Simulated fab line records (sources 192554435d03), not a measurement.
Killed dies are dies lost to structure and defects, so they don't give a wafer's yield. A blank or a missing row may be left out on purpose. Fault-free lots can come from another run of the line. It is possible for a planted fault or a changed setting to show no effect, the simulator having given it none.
fab line records	flow n5Finfet
record lots=24	wafers=72	lastDay=17
route steps=1938 shown BEOL_M7@1329 BEOL_M8@1334 BEOL_M9@1419
lots with no fault: from the same line, run without faults
startH: hours from the record's first day to the start of the lot's first wafer shown	waitH: hours since the lot's step before	" identical to the entry in the row above	L1.1+2: a row that stands for several wafers	- no value, or no start was given	* or withheld: withheld	< > ~ a bound
route shown NAME@n: a module of which the file shows steps, and the number in the route of the first	usual: mean and standard deviation over wafers with no fault	same: alike in all rows	chamber/n: place in a boat	sites: per-site readings	_std_site: standard deviation of those values	_edge_site: outer sites' mean less inner sites'	radiusMm: for every site, how far away it sits from the centre of the wafer	mask NAME#n: copy n	behind: the most recent tool/chamber to have shaped the wafer	hold: why the lot was held/for how many hours/how that ended	device: transistor that didn't switch, given as n, p or np	end of line: the tests these same wafers got at the end of their route	a step given without rows: its recipe and nothing more	killed: at the first sort, the dies lost to defects and structure; wafer yield is something else	map: dies across one wafer; x = killed, . = not, _ = none there
set.NAME: setting as actually run; set.NAME@STEP: the setting as run at that earlier step	model.NAME: the simulator's own value behind a step, which no gauge read
the route's steps for a sample of lots (tables are steps, rows are wafers)
services: a tool's chamber out of use, with start hour (startH, from the record's first day; less than 0 if before it), hours out, and reason
## steps
# step N5_BEOL_M7_DEP_56
# recipe material=SiCN	targetThkA=100	tempC=withheld	precursor=3MS/NH3	pressureTorr=3	rfW=202	timeS=17.5
# usual showerheadPlenumPTorr=3.661/0.0074	throttleValvePct=9.2/0.66
lot.wafer	tool	chamber	startH	waitH	showerheadPlenumPTorr	throttleValvePct
L074.1	pecvd-04	2	185.31	0.0	3.669	8.5
L074.4	"	2	"	"	3.674	8.8
L074.6	"	1	"	"	3.665	10.4
L075.1	pecvd-04	1	198.51	0.0	3.656	10.6
L075.2	"	0	"	"	3.666	9.1
L075.4	"	0	"	"	3.663	8.9
L078.1	pecvd-04	1	205.64	0.0	3.670	10.5
L078.3	"	1	"	"	3.671	10.5
L078.5	"	1	"	"	3.655	10.5
L077.2	pecvd-04	0	210.36	0.0	3.658	9.2
L077.3	"	0	"	"	3.669	9.0
L077.4	"	1	"	"	3.665	10.5
L076.1	pecvd-02	1	212.00	0.0	3.666	9.5
L076.3	"	0	"	"	3.667	9.2
L076.5	"	1	"	"	3.662	9.4
L079.1	pecvd-02	0	214.65	0.0	3.655	9.4
L079.2	"	1	"	"	3.671	9.3
L079.4	"	1	"	"	3.668	9.5
L080.2	pecvd-01	2	224.20	0.0	3.656	8.1
L080.4	"	2	"	"	3.655	8.1
L080.5	"	0	"	"	3.676	9.3
L081.1	pecvd-01	0	234.00	0.0	3.667	9.3
L081.5	"	0	"	"	3.661	9.0
L081.6	"	1	"	"	3.664	9.9
L083.2	pecvd-02	1	235.08	0.0	3.674	9.2
L083.4	"	1	"	"	3.674	9.5
L083.6	"	2	"	"	3.645	8.7
L082.1	pecvd-02	0	243.49	0.0	3.657	9.5
L082.4	"	2	"	"	3.659	8.7
L082.6	"	1	"	"	3.664	9.3
L084.1	pecvd-01	2	244.84	0.0	3.662	7.9
L084.2	"	1	"	"	3.651	9.9
L084.3	"	0	"	"	3.663	9.2
L085.2	pecvd-01	1	265.14	0.0	3.664	10.0
L085.3	"	2	"	"	3.656	8.2
L085.6	"	1	"	"	3.649	9.9
L086.3	pecvd-01	1	270.17	0.0	3.657	10.0
L086.4	"	1	"	"	3.650	9.7
L086.6	"	0	"	"	3.658	8.9
L087.1	pecvd-02	0	270.71	0.0	3.667	9.4
L087.2	"	1	"	"	3.678	9.3
L087.5	"	2	"	"	3.650	8.8
L088.3	pecvd-02	0	272.44	0.0	3.665	9.5
L088.4	"	1	"	"	3.675	9.6
L088.6	"	0	"	"	3.668	9.5
L089.1	pecvd-02	0	273.34	0.0	3.657	9.7
L089.3	"	1	"	"	3.667	9.5
L089.4	"	1	"	"	3.670	9.4
L090.2	pecvd-02	2	291.21	0.0	3.654	8.9
L090.5	"	0	"	"	3.664	9.5
L090.6	"	2	"	"	3.663	9.0
L091.1	pecvd-04	2	304.93	0.0	3.659	7.9
L091.4	"	0	"	"	3.658	8.8
L091.5	"	1	"	"	3.658	10.5
L092.1	pecvd-04	1	306.47	0.0	3.663	10.4
L092.2	"	2	"	"	3.657	8.4
L092.5	"	0	"	"	3.662	9.1
L093.1	pecvd-02	1	313.00	0.0	3.665	9.1
L093.3	"	2	"	"	3.652	8.9
L093.4	"	2	"	"	3.652	8.8
L095.1	pecvd-04	0	320.42	0.0	3.656	9.1
L095.2	"	1	"	"	3.672	10.5
L095.3	"	2	"	"	3.665	8.2
L094.2	pecvd-01	1	321.96	0.0	3.656	9.9
L094.3	"	2	"	"	3.648	8.1
L094.6	"	2	"	"	3.653	8.5
L096.1	pecvd-02	2	330.26	0.0	3.656	8.9
L096.4	"	0	"	"	3.661	9.4
L096.5	"	1	"	"	3.677	9.7
L097.2	pecvd-01	2	341.81	0.0	3.662	8.5
L097.4	"	1	"	"	3.656	10.2
L097.5	"	0	"	"	3.670	9.2
# step N5_BEOL_M7_RS_MEAS_57
# recipe thkMeasGauge=four-point-probe	reads=Cu_of_BEOL_M7_ECD_50+Co_of_BEOL_M7_CVD_78+TaN_of_BEOL_M7_ALD_77
# usual M7_RS=0.285/0.0067
lot.wafer	tool	chamber	startH	waitH	M7_RS[ohm/sq]
L074.1	filmMetro-01	-	185.38	0.1	0.292
L074.4	"	-	"	"	0.283
L074.6	"	-	"	"	0.284
L075.1	filmMetro-01	-	198.57	0.1	0.289
L075.2	"	-	"	"	0.291
L075.4	"	-	"	"	0.282
L078.1	filmMetro-01	-	205.73	0.1	0.280
L078.3	"	-	"	"	0.290
L078.5	"	-	"	"	0.294
L077.2	filmMetro-02	-	210.45	0.1	0.291
L077.3	"	-	"	"	0.287
L077.4	"	-	"	"	0.281
L076.1	filmMetro-01	-	212.07	0.1	0.274
L076.3	"	-	"	"	0.287
L076.5	"	-	"	"	0.278
L079.1	filmMetro-01	-	214.72	0.1	0.267
L079.2	"	-	"	"	0.284
L079.4	"	-	"	"	0.285
L080.2	filmMetro-02	-	224.26	0.1	0.291
L080.4	"	-	"	"	0.285
L080.5	"	-	"	"	0.275
L081.1	filmMetro-02	-	234.07	0.1	0.294
L081.5	"	-	"	"	0.300
L081.6	"	-	"	"	0.290
L083.2	filmMetro-02	-	235.15	0.1	0.294
L083.4	"	-	"	"	0.298
L083.6	"	-	"	"	0.285
L082.1	filmMetro-02	-	243.56	0.1	0.283
L082.4	"	-	"	"	0.273
L082.6	"	-	"	"	0.278
L084.1	filmMetro-02	-	244.91	0.1	0.288
L084.2	"	-	"	"	0.293
L084.3	"	-	"	"	0.283
L085.2	filmMetro-02	-	265.22	0.1	0.277
L085.3	"	-	"	"	0.282
L085.6	"	-	"	"	0.284
L086.3	filmMetro-01	-	270.24	0.1	0.282
L086.4	"	-	"	"	0.274
L086.6	"	-	"	"	0.276
L087.1	filmMetro-02	-	270.78	0.1	0.279
L087.2	"	-	"	"	0.278
L087.5	"	-	"	"	0.277
L088.3	filmMetro-02	-	272.51	0.1	0.285
L088.4	"	-	"	"	0.281
L088.6	"	-	"	"	0.278
L089.1	filmMetro-02	-	273.41	0.1	0.284
L089.3	"	-	"	"	0.277
L089.4	"	-	"	"	0.294
L090.2	filmMetro-01	-	291.28	0.1	0.289
L090.5	"	-	"	"	0.295
L090.6	"	-	"	"	0.291
L091.1	filmMetro-02	-	305.00	0.1	0.288
L091.4	"	-	"	"	0.295
L091.5	"	-	"	"	0.295
L092.1	filmMetro-01	-	306.54	0.1	0.274
L092.2	"	-	"	"	0.279
L092.5	"	-	"	"	0.278
L093.1	filmMetro-02	-	313.07	0.1	0.280
L093.3	"	-	"	"	0.285
L093.4	"	-	"	"	0.286
L095.1	filmMetro-01	-	320.49	0.1	0.289
L095.2	"	-	"	"	0.282
L095.3	"	-	"	"	0.285
L094.2	filmMetro-02	-	322.03	0.1	0.278
L094.3	"	-	"	"	0.278
L094.6	"	-	"	"	0.272
L096.1	filmMetro-01	-	330.33	0.1	0.282
L096.4	"	-	"	"	0.281
L096.5	"	-	"	"	0.279
L097.2	filmMetro-01	-	341.88	0.1	0.289
L097.4	"	-	"	"	0.280
L097.5	"	-	"	"	0.287
# step N5_BEOL_M8_THK_MEAS_01
# recipe reads=SiCOH_lowk_of_BEOL_M8_ILD_DEP_00
# usual M8_ILD_THK=155.3/2.3
lot.wafer	tool	chamber	startH	waitH	M8_ILD_THK[nm]
L074.1	filmMetro-02	-	186.02	0.4	157.3
L074.4	"	-	"	"	160.6
L074.6	"	-	"	"	157.6
L075.1	filmMetro-01	-	199.21	0.4	151.5
L075.2	"	-	"	"	153.3
L075.4	"	-	"	"	154.7
L078.1	filmMetro-02	-	206.37	0.4	153.4
L078.3	"	-	"	"	156.8
L078.5	"	-	"	"	156.1
L077.2	filmMetro-01	-	211.22	0.4	154.0
L077.3	"	-	"	"	156.5
L077.4	"	-	"	"	157.6
L076.1	filmMetro-01	-	212.71	0.4	154.1
L076.3	"	-	"	"	156.5
L076.5	"	-	"	"	155.5
L079.1	filmMetro-01	-	215.36	0.4	153.6
L079.2	"	-	"	"	155.2
L079.4	"	-	"	"	157.5
L080.2	filmMetro-01	-	224.91	0.4	152.7
L080.4	"	-	"	"	154.2
L080.5	"	-	"	"	156.4
L081.1	filmMetro-02	-	234.73	0.4	156.4
L081.5	"	-	"	"	157.6
L081.6	"	-	"	"	156.3
L083.2	filmMetro-02	-	235.79	0.4	152.7
L083.4	"	-	"	"	157.1
L083.6	"	-	"	"	155.7
L082.1	filmMetro-01	-	244.20	0.4	154.9
L082.4	"	-	"	"	158.1
L082.6	"	-	"	"	156.8
L084.1	filmMetro-02	-	245.55	0.4	155.1
L084.2	"	-	"	"	158.9
L084.3	"	-	"	"	153.9
L085.2	filmMetro-02	-	265.88	0.4	151.9
L085.3	"	-	"	"	150.6
L085.6	"	-	"	"	151.7
L086.3	filmMetro-02	-	270.88	0.3	153.3
L086.4	"	-	"	"	153.2
L086.6	"	-	"	"	158.4
L087.1	filmMetro-01	-	271.42	0.4	154.5
L087.2	"	-	"	"	153.5
L087.5	"	-	"	"	153.4
L088.3	filmMetro-02	-	273.15	0.3	152.7
L088.4	"	-	"	"	155.4
L088.6	"	-	"	"	153.6
L089.1	filmMetro-01	-	274.05	0.4	157.0
L089.3	"	-	"	"	153.7
L089.4	"	-	"	"	159.4
L090.2	filmMetro-02	-	292.02	0.4	152.5
L090.5	"	-	"	"	160.4
L090.6	"	-	"	"	159.9
L091.1	filmMetro-01	-	306.14	0.8	155.7
L091.4	"	-	"	"	157.8
L091.5	"	-	"	"	157.1
L092.1	filmMetro-02	-	307.18	0.4	155.4
L092.2	"	-	"	"	152.6
L092.5	"	-	"	"	159.0
L093.1	filmMetro-02	-	315.15	1.6	149.7
L093.3	"	-	"	"	150.5
L093.4	"	-	"	"	156.0
L095.1	filmMetro-02	-	321.32	0.4	153.1
L095.2	"	-	"	"	152.3
L095.3	"	-	"	"	156.3
L094.2	filmMetro-02	-	322.67	0.4	156.3
L094.3	"	-	"	"	152.8
L094.6	"	-	"	"	159.3
L096.1	filmMetro-02	-	331.45	0.8	154.1
L096.4	"	-	"	"	154.1
L096.5	"	-	"	"	155.9
L097.2	filmMetro-02	-	342.61	0.4	152.7
L097.4	"	-	"	"	157.4
L097.5	"	-	"	"	154.7
# step N5_BEOL_M8_PRE_CLEAN_45
# recipe gas=H2/He	timeS=30	tempC=250
# usual heaterPowerW=316/29
lot.wafer	tool	chamber	startH	waitH	heaterPowerW
L074.1	pvdSputter-01	-	193.19	0.0	310
L074.4	"	-	"	"	271
L074.6	"	-	"	"	312
L075.1	pvdSputter-03	-	204.25	0.0	338
L075.2	"	-	"	"	323
L075.4	"	-	"	"	321
L078.1	pvdSputter-01	-	211.26	0.0	255
L078.3	"	-	"	"	349
L078.5	"	-	"	"	306
L077.2	pvdSputter-03	-	214.69	0.0	302
L077.3	"	-	"	"	347
L077.4	"	-	"	"	324
L076.1	pvdSputter-02	-	218.20	0.0	293
L076.3	"	-	"	"	275
L076.5	"	-	"	"	312
L079.1	pvdSputter-02	-	221.74	0.0	382
L079.2	"	-	"	"	281
L079.4	"	-	"	"	309
L080.2	pvdSputter-01	-	232.53	0.0	344
L080.4	"	-	"	"	265
L080.5	"	-	"	"	355
L081.1	pvdSputter-03	-	240.18	0.0	319
L081.5	"	-	"	"	306
L081.6	"	-	"	"	338
L083.2	pvdSputter-03	-	240.35	0.0	310
L083.4	"	-	"	"	346
L083.6	"	-	"	"	320
L082.1	pvdSputter-03	-	248.39	0.0	308
L082.4	"	-	"	"	344
L082.6	"	-	"	"	354
L084.1	pvdSputter-03	-	251.23	0.0	308
L084.2	"	-	"	"	313
L084.3	"	-	"	"	331
L085.2	pvdSputter-02	-	269.15	0.0	391
L085.3	"	-	"	"	288
L085.6	"	-	"	"	307
L086.3	pvdSputter-03	-	275.44	0.0	347
L086.4	"	-	"	"	303
L086.6	"	-	"	"	301
L087.1	pvdSputter-01	-	275.72	0.0	283
L087.2	"	-	"	"	313
L087.5	"	-	"	"	309
L089.1	pvdSputter-02	-	281.06	0.0	283
L089.3	"	-	"	"	399
L089.4	"	-	"	"	316
L088.3	pvdSputter-02	-	281.14	0.0	291
L088.4	"	-	"	"	277
L088.6	"	-	"	"	292
L090.2	pvdSputter-03	-	300.67	0.0	320
L090.5	"	-	"	"	314
L090.6	"	-	"	"	313
L091.1	pvdSputter-03	-	315.92	0.0	327
L091.4	"	-	"	"	349
L091.5	"	-	"	"	327
L092.1	pvdSputter-03	-	316.26	0.0	339
L092.2	"	-	"	"	315
L092.5	"	-	"	"	342
L093.1	pvdSputter-03	-	318.60	0.0	305
L093.3	"	-	"	"	327
L093.4	"	-	"	"	314
L095.1	pvdSputter-03	-	328.42	0.0	322
L095.2	"	-	"	"	316
L095.3	"	-	"	"	341
L094.2	pvdSputter-03	-	330.18	0.0	307
L094.3	"	-	"	"	318
L094.6	"	-	"	"	327
L096.1	pvdSputter-01	-	336.12	0.0	308
L096.4	"	-	"	"	268
L096.5	"	-	"	"	347
L097.2	pvdSputter-01	-	346.31	0.0	277
L097.4	"	-	"	"	267
L097.5	"	-	"	"	314
# step N5_BEOL_M8_CMP_52
# recipe stopOn=SiCOH_lowk	tOverpolishS=6.9	downForcePsi=1	platenRpm=50	clearingPlatenDownForcePsi=1.5	clearingPlatenRpm=50	postCmpClean=cuAlkaline	targetThkNm=80	clearingPlatenPadVelocityMS=0.99484	padVelocityMS=0.99484
# usual barrierFieldEndpointS=28.8/0.69	motorCurrentA=6.2/0.64	overpolishRunS=6.899/0.0086	timeToEndpointS=62.7/3
lot.wafer	tool	chamber	startH	waitH	barrierFieldEndpointS	motorCurrentA	overpolishRunS	timeToEndpointS
L074.4	cmp-03	2	194.42	0.2	28.0	6.8	6.897	60.7
L074.1	"	1	"	"	28.8	6.4	6.895	60.5
L074.6	"	3	"	"	28.1	6.0	6.893	58.3
L075.4	cmp-04	3	205.41	0.1	28.5	5.4	6.911	60.1
L075.1	"	1	"	"	28.1	5.5	6.906	60.7
L075.2	"	2	"	"	27.0	6.2	6.901	52.4
L078.3	cmp-03	2	214.03	0.2	28.4	7.1	6.903	59.3
L078.1	"	3	"	"	28.5	6.3	6.890	61.1
L078.5	"	1	"	"	29.0	6.4	6.905	61.1
L077.2	cmp-03	2	217.70	0.2	29.0	6.9	6.912	61.6
L077.4	"	3	"	"	28.9	6.1	6.900	61.3
L077.3	"	0	"	"	29.4	6.7	6.897	66.0
L076.1	cmp-01	0	219.78	0.3	28.9	5.7	6.908	63.1
L076.3	"	1	"	"	28.0	5.9	6.901	61.3
L076.5	"	2	"	"	29.5	5.4	6.903	65.9
L079.1	cmp-03	3	223.04	0.3	27.3	6.3	6.900	61.0
L079.4	"	0	"	"	27.9	6.3	6.893	62.5
L079.2	"	1	"	"	27.6	6.3	6.898	60.4
L080.2	cmp-01	2	233.92	0.2	29.1	5.4	6.906	70.2
L080.4	"	3	"	"	28.5	7.5	6.902	63.5
L080.5	"	3	"	"	28.7	8.0	6.893	63.3
L081.1	cmp-04	1	242.24	0.3	29.8	5.7	6.899	65.0
L081.6	"	3	"	"	29.9	5.7	6.903	63.5
L081.5	"	0	"	"	29.1	5.5	6.911	60.3
L083.4	cmp-01	0	242.33	0.1	28.9	5.5	6.887	63.8
L083.2	"	3	"	"	27.9	7.7	6.907	60.2
L083.6	"	0	"	"	28.9	5.6	6.892	59.8
L082.4	cmp-03	3	250.02	0.2	28.7	6.3	6.919	61.8
L082.1	"	0	"	"	28.9	6.7	6.891	66.0
L082.6	"	3	"	"	27.9	6.0	6.884	59.6
L084.1	cmp-04	2	252.86	0.3	27.2	6.5	6.891	58.9
L084.3	"	3	"	"	28.5	5.6	6.895	65.3
L084.2	"	1	"	"	28.4	5.7	6.904	64.4
L085.2	cmp-01	1	271.32	0.3	29.4	6.1	6.912	59.3
L085.3	"	2	"	"	29.3	5.4	6.907	68.3
L085.6	"	1	"	"	29.1	6.0	6.903	61.4
L086.3	cmp-04	0	276.69	0.2	27.9	5.6	6.908	64.7
L086.4	"	2	"	"	28.0	6.3	6.895	58.7
L086.6	"	0	"	"	28.2	5.4	6.899	63.1
L087.2	cmp-01	0	276.94	0.2	28.8	5.9	6.889	64.3
L087.1	"	2	"	"	29.7	4.9	6.907	67.3
L087.5	"	1	"	"	29.1	6.4	6.881	63.0
L089.3	cmp-01	2	282.35	0.2	29.6	5.1	6.905	65.7
L089.4	"	3	"	"	29.2	7.7	6.912	61.6
L089.1	"	0	"	"	29.5	5.9	6.899	65.0
L088.3	cmp-03	0	282.60	0.2	29.2	6.8	6.905	64.9
L088.4	"	2	"	"	28.5	7.2	6.889	62.0
L088.6	"	3	"	"	28.6	6.5	6.909	59.8
L090.2	cmp-04	0	301.76	0.2	28.6	5.4	6.897	64.2
L090.6	"	0	"	"	28.6	5.6	6.899	63.7
L090.5	"	1	"	"	30.0	6.1	6.901	66.9
L091.1	cmp-01	0	317.17	0.3	28.8	5.9	6.904	61.8
L091.4	"	1	"	"	29.0	5.9	6.901	62.3
L091.5	"	3	"	"	28.2	7.9	6.887	61.7
L092.2	cmp-03	1	317.86	0.2	27.9	6.2	6.918	62.2
L092.1	"	3	"	"	29.4	6.3	6.907	67.5
L092.5	"	1	"	"	29.8	6.2	6.895	64.7
L093.3	cmp-03	2	319.98	0.2	29.0	7.0	6.897	62.5
L093.1	"	3	"	"	28.5	6.4	6.909	61.9
L093.4	"	0	"	"	29.1	6.5	6.896	64.1
L095.1	cmp-03	3	329.59	0.3	28.8	5.9	6.900	61.8
L095.2	"	0	"	"	28.6	6.7	6.900	62.7
L095.3	"	1	"	"	28.3	6.2	6.879	60.8
L094.2	cmp-04	3	332.88	0.3	29.2	5.8	6.910	62.4
L094.3	"	1	"	"	30.1	6.2	6.914	66.0
L094.6	"	3	"	"	29.1	5.5	6.902	61.0
L096.4	cmp-01	3	338.43	0.2	28.5	7.5	6.888	61.8
L096.1	"	0	"	"	28.9	6.0	6.898	62.7
L096.5	"	1	"	"	28.3	6.0	6.879	62.2
L097.2	cmp-03	0	348.05	0.2	29.2	6.8	6.919	68.1
L097.4	"	3	"	"	29.0	6.1	6.895	62.0
L097.5	"	0	"	"	30.1	6.4	6.888	66.5
# step N5_BEOL_M9_ETCH_62
# recipe chemistry=N2/H2	target=SOC	targetDepthA=1100	overetchA=220	maskMaterial=SiARC	tempC=40	timeS=165	ionEnergyEv=200	pressureMtorr=30	sourceW=840	biasW=150	n2FlowSccm=200	h2FlowSccm=200
# usual drypumpMotorCurrentA=5.86/0.22	n2FlowSccm=200.1/0.65	oesProductAu=0.67/0.073	rfVppV=524/3.1	showerheadPlenumPTorr=2.54/0.11	tempC=40.01/0.11	throttleValvePct=17.90/0.25
lot.wafer	tool	chamber	startH	waitH	drypumpMotorCurrentA	n2FlowSccm	oesProductAu	rfHoursCounterH	rfVppV	showerheadPlenumPTorr	tempC	throttleValvePct
L074.1	rieDiel-03	0	198.46	0.0	6.28	199.6	0.61	185	523	2.53	40.07	18.14
L074.4	"	2	"	"	5.72	199.8	0.64	160	525	2.63	40.00	17.88
L074.6	"	0	"	"	6.28	200.1	0.61	-	523	2.53	39.91	18.14
L075.1	rieDiel-04	1	208.68	0.0	6.04	200.1	0.70	87	522	2.48	40.06	17.67
L075.2	"	2	"	"	5.63	198.8	0.78	6	529	2.71	40.14	17.43
L075.4	"	0	"	"	5.56	200.0	0.61	195	521	2.41	40.11	17.93
L078.1	rieDiel-05	0	218.48	0.0	5.82	200.6	0.58	238	524	2.50	40.01	18.25
L078.3	"	2	"	"	5.81	199.1	0.73	68	528	2.70	39.93	17.98
L078.5	"	0	"	"	5.83	199.2	0.58	-	522	2.51	39.94	18.27
L077.2	rieDiel-05	0	219.76	0.0	5.80	200.8	0.58	238	522	2.50	40.07	18.26
L077.3	"	2	"	"	5.82	199.3	0.72	69	528	2.70	40.09	17.99
L077.4	"	3	"	"	6.01	200.7	0.62	-	521	2.43	40.02	17.90
L076.1	rieDiel-03	1	222.45	0.0	5.58	198.9	0.62	187	521	2.44	40.15	18.15
L076.3	"	3	"	"	5.79	201.2	0.80	8	529	2.71	39.89	17.48
L076.5	"	3	"	"	5.79	200.5	0.80	-	528	2.71	39.88	17.47
L079.1	rieDiel-05	3	227.22	0.0	6.03	199.8	0.62	167	520	2.43	39.92	17.90
L079.2	"	2	"	"	5.82	200.4	0.72	72	528	2.69	40.02	18.00
L079.4	"	0	"	"	5.83	198.9	0.58	-	523	2.50	39.90	18.25
L080.2	rieDiel-04	0	236.98	0.0	5.52	199.5	0.60	203	520	2.41	39.98	17.92
L080.4	"	3	"	"	6.20	201.1	0.62	191	523	2.54	40.07	18.16
L080.5	"	0	"	"	5.53	200.4	0.61	-	520	2.41	40.01	17.93
L081.1	rieDiel-03	2	244.01	0.0	5.70	200.8	0.63	173	527	2.62	39.75	17.89
L081.5	"	1	"	"	5.56	199.7	0.62	-	521	2.43	39.97	18.16
L081.6	"	2	"	"	5.71	199.8	0.63	-	525	2.62	39.84	17.90
L083.2	rieDiel-04	3	246.28	0.0	6.23	199.4	0.62	194	522	2.54	39.99	18.18
L083.4	"	0	"	"	5.54	200.4	0.60	206	519	2.41	40.16	17.92
L083.6	"	0	"	"	5.53	200.8	0.61	-	519	2.41	40.17	17.91
L082.1	rieDiel-05	2	252.69	0.0	5.81	198.3	0.70	82	527	2.69	39.98	18.02
L082.4	"	3	"	"	5.99	199.8	0.62	-	519	2.42	40.06	17.92
L082.6	"	2	"	"	5.79	199.8	0.71	-	526	2.69	39.92	18.02
L084.1	rieDiel-03	3	257.10	0.0	5.77	201.2	0.78	19	528	2.70	39.91	17.49
L084.2	"	2	"	"	5.72	200.1	0.63	178	527	2.62	39.91	17.93
L084.3	"	0	"	"	6.27	201.3	0.61	204	523	2.52	40.14	18.17
L085.2	rieDiel-05	3	275.35	0.0	6.00	199.5	0.61	183	520	2.42	40.23	17.91
L085.3	"	0	"	"	5.83	200.9	0.80	4	523	2.50	39.93	17.85
L085.6	"	1	"	"	5.67	200.5	0.79	-	523	2.50	40.21	17.59
L087.1	rieDiel-03	2	281.97	0.0	5.72	200.9	0.62	187	528	2.62	39.85	17.93
L087.2	"	3	"	"	5.82	200.2	0.76	28	528	2.70	39.86	17.49
L087.5	"	2	"	"	5.72	200.0	0.62	-	526	2.62	39.85	17.94
L086.3	rieDiel-05	2	282.06	0.0	5.82	200.2	0.70	91	528	2.69	40.12	18.05
L086.4	"	3	"	"	6.01	200.4	0.61	185	521	2.42	40.01	17.92
L086.6	"	3	"	"	5.98	200.7	0.61	-	520	2.42	40.01	17.93
L088.3	rieDiel-05	2	285.80	0.0	5.80	200.1	0.69	92	529	2.68	40.12	18.04
L088.4	"	3	"	"	6.01	200.1	0.61	186	521	2.42	39.86	17.94
L088.6	"	2	"	"	5.81	200.0	0.69	-	528	2.68	40.07	18.03
L089.1	rieDiel-04	2	286.10	0.0	5.62	200.2	0.73	30	529	2.70	40.20	17.47
L089.3	"	0	"	"	5.54	199.5	0.60	213	520	2.40	39.86	17.94
L089.4	"	2	"	"	5.65	199.6	0.73	-	528	2.70	40.07	17.46
L090.2	rieDiel-03	2	303.71	0.0	5.70	199.8	0.61	193	527	2.61	40.00	17.95
L090.5	"	0	"	"	6.29	199.6	0.60	-	523	2.51	39.97	18.19
L090.6	"	3	"	"	5.82	199.3	0.75	-	528	2.70	39.88	17.52
L091.1	rieDiel-05	2	318.99	0.0	5.81	199.9	0.69	99	527	2.68	39.90	18.03
L091.4	"	1	"	"	5.68	200.2	0.78	24	523	2.49	40.01	17.60
L091.5	"	2	"	"	5.81	199.7	0.69	-	528	2.68	39.99	18.05
L092.1	rieDiel-05	3	321.05	0.0	6.00	200.9	0.61	194	521	2.41	40.03	17.94
L092.2	"	2	"	"	5.82	199.4	0.69	100	528	2.68	40.03	18.05
L092.5	"	2	"	"	5.80	199.0	0.69	-	528	2.68	40.14	18.06
L093.1	rieDiel-05	3	321.73	0.0	6.01	199.2	0.61	194	519	2.41	40.18	17.96
L093.3	"	1	"	"	5.66	199.7	0.78	25	523	2.49	40.00	17.58
L093.4	"	0	"	"	5.82	199.9	0.77	15	522	2.49	40.14	17.87
L095.1	rieDiel-03	1	332.89	0.0	5.63	200.4	0.61	220	519	2.42	40.07	18.21
L095.2	"	3	"	"	5.79	199.9	0.74	44	527	2.69	40.11	17.54
L095.3	"	0	"	"	6.25	200.3	0.59	229	524	2.51	40.11	18.22
L094.2	rieDiel-04	3	336.33	0.0	6.24	200.0	0.60	223	523	2.52	39.94	18.22
L094.3	"	2	"	"	5.64	200.2	0.71	45	527	2.69	40.10	17.50
L094.6	"	2	"	"	5.61	200.3	0.70	-	527	2.69	40.14	17.50
L096.1	rieDiel-05	1	340.87	0.0	5.67	199.2	0.76	30	523	2.49	40.07	17.60
L096.4	"	3	"	"	6.01	200.3	0.60	199	520	2.41	40.12	17.96
L096.5	"	3	"	"	6.02	200.3	0.60	-	520	2.41	39.92	17.96
L097.2	rieDiel-04	3	350.79	0.0	6.22	200.6	0.60	228	525	2.52	40.01	18.24
L097.4	"	3	"	"	6.23	199.7	0.60	-	522	2.52	40.09	18.23
L097.5	"	2	"	"	5.60	200.1	0.71	-	529	2.69	40.00	17.49
## services
tool	chamber	startH	hours	kind
cmp-04	-	192.99	4.0	pm
cmp-03	-	203.68	0.3	repair
cmp-04	-	221.33	1.1	repair
rieDiel-04	-	234.11	1.7	repair
cmp-03	-	240.60	4.1	repair
rieDiel-04	0	248.92	19.3	repair
cmp-03	-	253.55	4.0	pm
cmp-04	-	257.30	1.7	repair
cmp-01	-	258.15	6.5	pm
rieDiel-05	-	261.73	0.6	repair
rieDiel-05	-	266.08	0.8	repair
cmp-04	-	269.06	3.8	repair
cmp-03	-	274.21	0.6	repair
pecvd-01	0	275.08	15.7	repair
cmp-01	-	277.37	1.1	repair
rieDiel-05	1	290.76	9.6	repair
pecvd-01	0	291.87	11.2	repair
cmp-03	-	294.05	3.7	repair
pecvd-04	-	295.33	1.2	repair
rieDiel-03	1	318.53	5.0	repair
cmp-01	-	322.87	0.9	repair
rieDiel-05	0	345.20	7.0	repair
cmp-01	-	345.49	4.0	pm
pecvd-01	-	348.09	1.2	repair
## key
fault none
